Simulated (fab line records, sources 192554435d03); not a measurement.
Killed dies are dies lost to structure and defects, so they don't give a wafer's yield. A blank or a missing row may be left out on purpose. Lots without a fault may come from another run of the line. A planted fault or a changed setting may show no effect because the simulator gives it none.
Which tool did it? | flow n5_finfet | 9 lots, 27 wafers sampled, at 5 steps of a route of 1938

WHAT THE GAUGES READ, wafer by wafer
N5_SDB_CD_MEAS_11: target cd 50 nm. Usual: cd_nm 50.9 nm, standard deviation 1.1.
lot  | measured    | on        | cd_nm (nm)     | flag
L234 | day 3 18:17 | cd_sem-03 | 52.0 51.4 51.9 |
L235 | day 3 23:22 | cd_sem-01 | 51.9 52.1 52.3 |
L236 | day 4 05:46 | cd_sem-02 | 51.4 52.2 50.8 |
L240 | day 5 10:55 | cd_sem-01 | 50.0 51.9 52.2 |
L242 | day 5 21:26 | cd_sem-02 | 51.7 51.8 53.0 |
L252 | day 8 04:23 | cd_sem-03 | 51.5 50.5 50.0 |
L253 | day 8 11:26 | cd_sem-02 | 50.2 50.3 52.3 |
L255 | day 9 01:05 | cd_sem-01 | 51.4 51.3 51.0 |
L257 | day 9 14:35 | cd_sem-03 | 49.2 48.6 50.3 |

N5_HKMG_FIN_OVL_MEAS_13. Usual: NWFM_OVL 0.1 nm, standard deviation 0.77.
lot  | measured    | on         | NWFM_OVL (nm)  | flag
L234 | day 4 03:52 | overlay-02 | -0.6 -0.5 -0.2 |
L235 | day 4 08:37 | overlay-01 | -1.3 -0.5 -1.0 |
L236 | day 4 16:05 | overlay-01 | -0.3 -0.2 -1.0 |
L240 | day 5 20:07 | overlay-02 | -0.1 -0.4 -0.2 |
L242 | day 6 06:55 | overlay-02 | -1.4 -0.6 -1.0 |
L252 | day 8 13:44 | overlay-02 | 0.6 -0.3 0.0   |
L253 | day 8 22:23 | overlay-01 | 0.4 0.3 0.3    |
L255 | day 9 10:50 | overlay-02 | 0.1 0.3 0.6    |
L257 | day 9 23:31 | overlay-02 | -1.1 -0.5 -1.2 |

N5_BEOL_M4_RC_MEAS_101. Usual: DIBL_N 35.8 mV/V, standard deviation 1.6; DIBL_P 36.0 mV/V, standard deviation 2.1; EOT_P 10.48, standard deviation 0.088; IGATE_P 0.0038 nA/um, standard deviation 0.0005; IOFF_N 0.153 nA/um, standard deviation 0.026; IOFF_N_85C 3.0 nA/um, standard deviation 0.44; IOFF_N_LIN 0.072 nA/um, standard deviation 0.011; IOFF_N_LONG 5.5e-05 nA/um, standard deviation 3e-06; IOFF_P 0.21 nA/um, standard deviation 0.037; IOFF_P_85C 3.6 nA/um, standard deviation 0.55; IOFF_P_LIN 0.100 nA/um, standard deviation 0.014; IOFF_P_LONG 0.000108 nA/um, standard deviation 9.6e-06; ION_N 673 uA/um, standard deviation 11; ION_P 462 uA/um, standard deviation 7.6; SS_N 71.4 mV/dec, standard deviation 0.53; SS_P 73.2 mV/dec, standard deviation 0.67; VT_N 250 mV, standard deviation 3.2; VT_N_LONG 274.6 mV, standard deviation 2.2; VT_N_LVT 99 mV, standard deviation 3.3; VT_P -250 mV, standard deviation 3.7; VT_P_LONG -275 mV, standard deviation 3.1; VT_P_LVT -99 mV, standard deviation 3.2.
lot  | measured     | on        | DIBL_N (mV/V)  | DIBL_P (mV/V)  | EOT_P             | IGATE_P (nA/um)      | IOFF_N (nA/um)    | IOFF_N_85C (nA/um) | IOFF_N_LIN (nA/um) | IOFF_N_LONG (nA/um)     | IOFF_P (nA/um) | IOFF_P_85C (nA/um) | IOFF_P_LIN (nA/um) | IOFF_P_LONG (nA/um)        | ION_N (uA/um) | ION_P (uA/um) | SS_N (mV/dec)  | SS_P (mV/dec)  | VT_N (mV)   | VT_N_LONG (mV)    | VT_N_LVT (mV) | VT_P (mV)      | VT_P_LONG (mV) | VT_P_LVT (mV)  | flag
L234 | day 8 01:25  | prober-02 | 37.3 33.5 37.9 | 39.2 33.7 38.8 | 10.40 10.28 10.54 | 0.0040 0.0044 0.0036 | 0.188 0.117 0.207 | 3.7 2.5 4.0        | 0.089 0.060 0.096  | 5.7e-05 5.6e-05 5.7e-05 | 0.26 0.17 0.27 | 4.5 3.2 4.6        | 0.122 0.092 0.126  | 0.000119 0.000105 0.000111 | 684 662 700   | 476 463 476   | 70.9 71.1 71.1 | 74.0 72.5 74.2 | 245 256 243 | 270.5 271.6 273.9 | 97 104 94     | -248 -251 -245 | -275 -274 -273 | -97 -102 -96   |
L235 | day 8 09:25  | prober-02 | 35.3 37.4 35.5 | 36.1 37.9 35.7 | 10.55 10.53 10.43 | 0.0037 0.0037 0.0044 | 0.139 0.165 0.137 | 2.8 3.2 2.7        | 0.066 0.074 0.064  | 5.1e-05 5.2e-05 5.2e-05 | 0.18 0.20 0.18 | 3.2 3.5 3.2        | 0.089 0.096 0.089  | 9.8e-05 9.9e-05 0.000101   | 670 675 673   | 453 460 456   | 71.1 71.7 71.6 | 73.2 73.4 72.4 | 252 250 253 | 276.7 276.6 276.6 | 101 100 102   | -255 -250 -252 | -276 -279 -276 | -101 -100 -101 |
L236 | day 8 23:57  | prober-01 | 36.7 37.7 35.7 | 38.9 40.2 37.7 | 10.55 10.58 10.42 | 0.0034 0.0030 0.0036 | 0.176 0.201 0.146 | 3.4 3.9 2.9        | 0.081 0.089 0.068  | 5.7e-05 5.7e-05 5.7e-05 | 0.28 0.32 0.26 | 4.6 5.2 4.3        | 0.128 0.143 0.121  | 0.000127 0.000136 0.000124 | 693 682 673   | 472 477 470   | 71.4 72.1 71.0 | 74.1 74.1 73.2 | 250 246 252 | 272.7 276.1 272.1 | 100 98 104    | -243 -240 -244 | -268 -270 -270 | -98 -94 -97    |
L240 | day 9 15:37  | prober-02 | 37.0 35.1 35.5 | 39.7 36.6 37.5 | 10.85 10.86 10.84 | 0.0007 0.0007 0.0007 | 0.001 0.001 0.001 | 0.0 0.0 0.0        | 0.000 0.000 0.000  | 2.4e-05 2.5e-05 2.4e-05 | 2.56 2.07 2.16 | 29.7 24.9 26.3     | 1.147 0.996 1.023  | 0.000466 0.000477 0.000475 | 367 362 356   | 556 552 551   | 71.3 71.2 71.8 | 73.8 73.3 72.9 | 395 395 399 | 420.9 424.1 417.6 | 243 246 246   | -183 -188 -186 | -228 -228 -228 | -33 -36 -35    | OFF
L242 | day 9 19:12  | prober-02 | 33.2 36.3 34.9 | 33.7 36.1 34.3 | 10.82 10.93 10.77 | 0.0008 0.0007 0.0009 | 0.002 0.002 0.002 | 0.1 0.1 0.1        | 0.001 0.001 0.001  | 2.1e-05 2.2e-05 2.2e-05 | 1.05 1.25 1.11 | 13.9 16.3 14.6     | 0.532 0.600 0.557  | 0.000343 0.000336 0.000337 | 414 416 407   | 528 523 517   | 70.9 71.6 71.0 | 72.7 73.3 73.8 | 374 372 371 | 392.3 390.4 389.6 | 218 216 220   | -203 -199 -201 | -236 -237 -237 | -50 -49 -50    | OFF
L252 | day 12 10:37 | prober-02 | 35.1 35.8 32.7 | 34.1 34.5 30.9 | 10.49 10.71 10.40 | 0.0033 0.0027 0.0042 | 0.127 0.131 0.093 | 2.6 2.7 2.0        | 0.061 0.063 0.049  | 5.4e-05 5.3e-05 5.4e-05 | 0.16 0.16 0.12 | 2.9 3.0 2.4        | 0.077 0.081 0.065  | 0.000101 9.9e-05 0.000102  | 657 661 662   | 454 452 448   | 71.6 71.3 70.3 | 72.5 72.6 71.9 | 253 254 259 | 274.1 276.9 275.2 | 101 101 105   | -257 -257 -255 | -280 -280 -278 | -103 -103 -106 |
L253 | day 13 01:37 | prober-01 | 36.5 37.5 34.7 | 36.6 37.0 35.0 | 10.38 10.46 10.50 | 0.0040 0.0042 0.0038 | 0.159 0.174 0.136 | 3.0 3.3 2.7        | 0.073 0.080 0.066  | 5.2e-05 5.2e-05 5.2e-05 | 0.20 0.21 0.18 | 3.5 3.7 3.2        | 0.097 0.101 0.089  | 9.8e-05 9.5e-05 9.5e-05    | 669 680 661   | 459 464 460   | 71.4 72.2 70.6 | 73.7 73.4 72.9 | 253 250 253 | 277.3 275.9 277.0 | 99 98 102     | -251 -249 -254 | -281 -281 -277 | -102 -103 -104 |
L255 | day 13 14:24 | prober-02 | 37.5 38.3 38.3 | 38.2 39.0 38.8 | 10.49 10.39 10.54 | 0.0033 0.0045 0.0038 | 0.156 0.157 0.167 | 3.0 3.0 3.2        | 0.071 0.073 0.077  | 5.1e-05 4.9e-05 5e-05   | 0.21 0.24 0.22 | 3.6 4.1 3.9        | 0.097 0.109 0.102  | 0.000101 0.000102 9.9e-05  | 668 672 674   | 458 469 458   | 71.6 71.8 71.5 | 73.6 74.3 73.8 | 251 252 248 | 276.8 279.5 278.2 | 101 102 99    | -251 -250 -249 | -279 -276 -276 | -100 -98 -101  |
L257 | day 13 18:08 | prober-01 | 38.3 34.6 35.0 | 36.3 32.5 33.8 | 10.48 10.37 10.45 | 0.0036 0.0037 0.0035 | 0.182 0.124 0.136 | 3.6 2.6 2.8        | 0.081 0.062 0.067  | 5.4e-05 5.4e-05 5.4e-05 | 0.21 0.17 0.18 | 3.6 2.9 3.2        | 0.096 0.082 0.088  | 9.3e-05 9.1e-05 9.1e-05    | 675 668 665   | 454 456 461   | 71.5 71.3 71.1 | 73.9 72.6 73.1 | 248 254 249 | 275.4 274.5 274.4 | 97 100 99     | -251 -253 -253 | -280 -278 -275 | -101 -103 -102 |

WHICH TOOL RAN EACH LOT (tool, then ch and the chambers of the sampled wafers, then the start)
lot  | N5_SDB_DESCUM_16                  | N5_HKMG_FIN_CVD_62
L234 | rie_diel-01 ch 0,1,3, day 3 18:33 | thermal_cvd_si-01 ch 0,1,2, day 4 02:17
L235 | rie_diel-06 ch 0,2,3, day 3 23:27 | thermal_cvd_si-02 ch 0,1, day 4 06:41
L236 | rie_diel-01 ch 0,1,2, day 4 06:43 | thermal_cvd_si-01 ch 0,1, day 4 14:37
L240 | rie_diel-05 ch 1,3, day 5 11:04   | thermal_cvd_si-02 ch 0,1,2, day 5 18:19
L242 | rie_diel-01 ch 0,2, day 5 21:59   | thermal_cvd_si-02 ch 0,1, day 6 05:20
L252 | rie_diel-06 ch 0,1,3, day 8 04:29 | thermal_cvd_si-01 ch 1,2, day 8 12:05
L253 | rie_diel-06 ch 0,3, day 8 11:31   | thermal_cvd_si-02 ch 0,2, day 8 20:47
L255 | rie_diel-05 ch 0,2,3, day 9 01:10 | thermal_cvd_si-02 ch 0,2, day 9 09:15
L257 | rie_diel-05 ch 0,1,2, day 9 14:41 | thermal_cvd_si-02 ch 0,1, day 9 21:55
- N5_SDB_DESCUM_16: chemistry O2, time 7.9 s.
- N5_HKMG_FIN_CVD_62: deposits a-Si from Si2H6, target thk 3 nm, time 20.8 s.

WHAT THE TOOLS THEMSELVES READ (means of the sampled wafers that have a number; where no wafer has one, the mark that the record gives instead)
N5_SDB_DESCUM_16. Usual: drypump_motor_current_A 5.7 A, standard deviation 0.55; oes_product_au 0.77 a.u., standard deviation 0.076; rf_vpp_V 243.6 V, standard deviation 1.2; showerhead_plenum_p_Torr 2.13 Torr, standard deviation 0.056; throttle_valve_pct 20.46 %, standard deviation 0.24.
lot  | tool        | drypump_motor_current_A (A) | oes_product_au (a.u.) | rf_vpp_V (V) | showerhead_plenum_p_Torr (Torr) | throttle_valve_pct (%) | flag
L234 | rie_diel-01 | 5.4                         | 0.77                  | 243.0        | 2.10                            | 20.65                  |
L235 | rie_diel-06 | 5.8                         | 0.80                  | 243.1        | 2.12                            | 20.58                  |
L236 | rie_diel-01 | 5.7                         | 0.78                  | 243.3        | 2.10                            | 20.54                  |
L240 | rie_diel-05 | 5.7                         | 0.87                  | 244.4        | 2.21                            | 20.14                  |
L242 | rie_diel-01 | 5.5                         | 0.84                  | 243.1        | 2.09                            | 20.47                  |
L252 | rie_diel-06 | 5.3                         | 0.78                  | 243.4        | 2.08                            | 20.51                  |
L253 | rie_diel-06 | 5.5                         | 0.78                  | 242.7        | 2.09                            | 20.66                  |
L255 | rie_diel-05 | 5.8                         | 0.74                  | 243.7        | 2.14                            | 20.33                  |
L257 | rie_diel-05 | 5.8                         | 0.71                  | 243.2        | 2.13                            | 20.51                  |

N5_HKMG_FIN_CVD_62. Usual: chamber_pressure_Torr 1.0002 Torr, standard deviation 0.0021; heater_power_w 1398 W, standard deviation 180; susceptor_temp_C 500.00 C, standard deviation 0.27.
lot  | tool              | chamber_pressure_Torr (Torr) | heater_power_w (W) | susceptor_temp_C (C) | flag
L234 | thermal_cvd_si-01 | 0.9998                       | 1480               | 499.94               |
L235 | thermal_cvd_si-02 | 0.9998                       | 1187               | 499.93               |
L236 | thermal_cvd_si-01 | 1.0007                       | 1551               | 500.15               |
L240 | thermal_cvd_si-02 | 0.9991                       | 1427               | 514.49               | OFF
L242 | thermal_cvd_si-02 | 0.9993                       | 1320               | 514.20               | OFF
L252 | thermal_cvd_si-01 | 1.0001                       | 1517               | 500.04               |
L253 | thermal_cvd_si-02 | 1.0007                       | 1286               | 500.22               |
L255 | thermal_cvd_si-02 | 0.9982                       | 1284               | 500.05               |
L257 | thermal_cvd_si-02 | 1.0013                       | 1178               | 499.99               |

THE ANSWER, worked out from the rows above alone
Rule: a lot is off if the mean of its wafers that have a number lies more than 3 standard deviations from the usual mean. A lot without any number at a reading at which 4 lots or more have one is off too. The other lots that the step has rows for count as sound. The gauges are gone through in route order, then the tools' own readings, and for those a lot's mean is taken as printed above. The first step at which some lot is off is used, and at that step the reading that is off furthest; a lot without a number counts as furthest.
Off: L240, L242, at N5_BEOL_M4_RC_MEAS_101 (IOFF_P_LIN).
A tool fits if, at a process step before that reading, it ran every lot that is off, and no sound lot after the first of them. The gauges at N5_BEOL_M4_RC_MEAS_101 aren't tried: what is off there is off at N5_HKMG_FIN_CVD_62 too, on other tools, and a gauge's error can't cause that. None of those tried fits.

WHAT THE SIMULATOR HAD PUT IN
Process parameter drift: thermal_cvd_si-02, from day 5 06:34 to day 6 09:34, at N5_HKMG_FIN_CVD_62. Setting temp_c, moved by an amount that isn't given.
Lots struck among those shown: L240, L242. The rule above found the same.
